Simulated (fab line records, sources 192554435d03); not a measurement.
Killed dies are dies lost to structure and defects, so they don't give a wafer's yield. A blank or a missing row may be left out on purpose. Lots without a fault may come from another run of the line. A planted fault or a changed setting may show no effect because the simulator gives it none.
One fault seen from 2 desks | flow n5_finfet | each desk has only its own numbers; what lay behind them comes last

THE TOOL OWNER'S DESK: litho_track-02
The tool's own readings at N5_BEOL_M2_COAT_61 (time 60 s, resist thk 60 nm): means of the sampled wafers that have a number, for each lot that ran on this tool. A lot is out of limits, marked OUT, if its mean lies more than 4 standard deviations from the usual mean; the brackets give that distance.
Columns: A = run_length_s at N5_BEOL_M2_COAT_61, usual 66.21 s
lot  | first seen here | A
L314 | day 7 01:33     | 66.32
L320 | day 8 12:44     | 66.29
L321 | day 8 18:07     | 66.30
L330 | day 11 01:20    | 70.10 (+17) OUT
L332 | day 11 13:20    | 71.94 (+25) OUT
This desk's finding: out of limits on L330, L332; first on L330, day 11 01:20 (run_length_s at N5_BEOL_M2_COAT_61). In limits: L314, L320, L321.

THE METROLOGY DESK
What the gauges read, lot by lot, whatever tool the lot ran on: means of the sampled wafers that have a number. A lot is out of limits, marked OUT, if its mean lies more than 4 standard deviations from the usual mean; the brackets give that distance. Of its 10 readings 7 are shown: those that lie furthest out on some lot.
Columns: A = DIBL_N at N5_BEOL_M4_RC_MEAS_101, usual 35.3 mV/V; B = DIBL_P at N5_BEOL_M4_RC_MEAS_101, usual 35 mV/V; C = IOFF_N at N5_BEOL_M4_RC_MEAS_101, usual 0.15 nA/um; D = IOFF_P at N5_BEOL_M4_RC_MEAS_101, usual 0.20 nA/um; E = ION_P at N5_BEOL_M4_RC_MEAS_101, usual 462 uA/um; F = SS_N at N5_BEOL_M4_RC_MEAS_101, usual 71.2 mV/dec; G = VT_P at N5_BEOL_M4_RC_MEAS_101, usual -251 mV
lot  | first seen here | A    | B  | C    | D    | E   | F    | G
L314 | day 8 12:38     | 32.9 | 32 | 0.12 | 0.17 | 462 | 70.8 | -250
L316 | day 9 03:12     | 38.7 | 39 | 0.20 | 0.24 | 470 | 71.8 | -249
L318 | day 9 09:36     | 35.2 | 36 | 0.15 | 0.22 | 474 | 71.8 | -249
L320 | day 10 03:30    | 38.7 | 40 | 0.23 | 0.30 | 474 | 72.1 | -245
L321 | day 10 03:44    | 35.8 | 36 | 0.15 | 0.21 | 469 | 71.2 | -250
L325 | day 10 21:34    | 34.2 | 34 | 0.13 | 0.15 | 456 | 71.2 | -257
L330 | day 12 09:24    | 36.5 | 37 | 0.16 | 0.24 | 465 | 71.1 | -247
L334 | day 13 04:11    | 33.8 | 33 | 0.11 | 0.15 | 464 | 70.2 | -255
L332 | day 13 04:21    | 33.5 | 33 | 0.10 | 0.15 | 460 | 70.2 | -255
L336 | day 13 09:18    | 30.8 | 30 | 0.09 | 0.11 | 449 | 70.0 | -258
L335 | day 14 00:22    | 33.3 | 30 | 0.09 | 0.12 | 447 | 70.0 | -260
This desk's finding: nothing out of limits on any of the 11 lots.

PUT TOGETHER
The tool owner's desk could have raised an alarm at day 11 01:20, on L330, L332.
The metrology desk saw nothing out of limits.
The metrology desk has L330, L332 on record, within its limits.
Of the lots named, all ran N5_BEOL_M2_COAT_61 on litho_track-02.

WHAT THE SIMULATOR HAD PUT IN
Process parameter drift: litho_track-02, from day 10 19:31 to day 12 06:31, at N5_BEOL_M2_COAT_61. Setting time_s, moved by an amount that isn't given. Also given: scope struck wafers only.
Lots struck among those shown: L330, L332.
Hours from the fault's start to each desk's first reading out of limits: the tool owner's desk, 6.
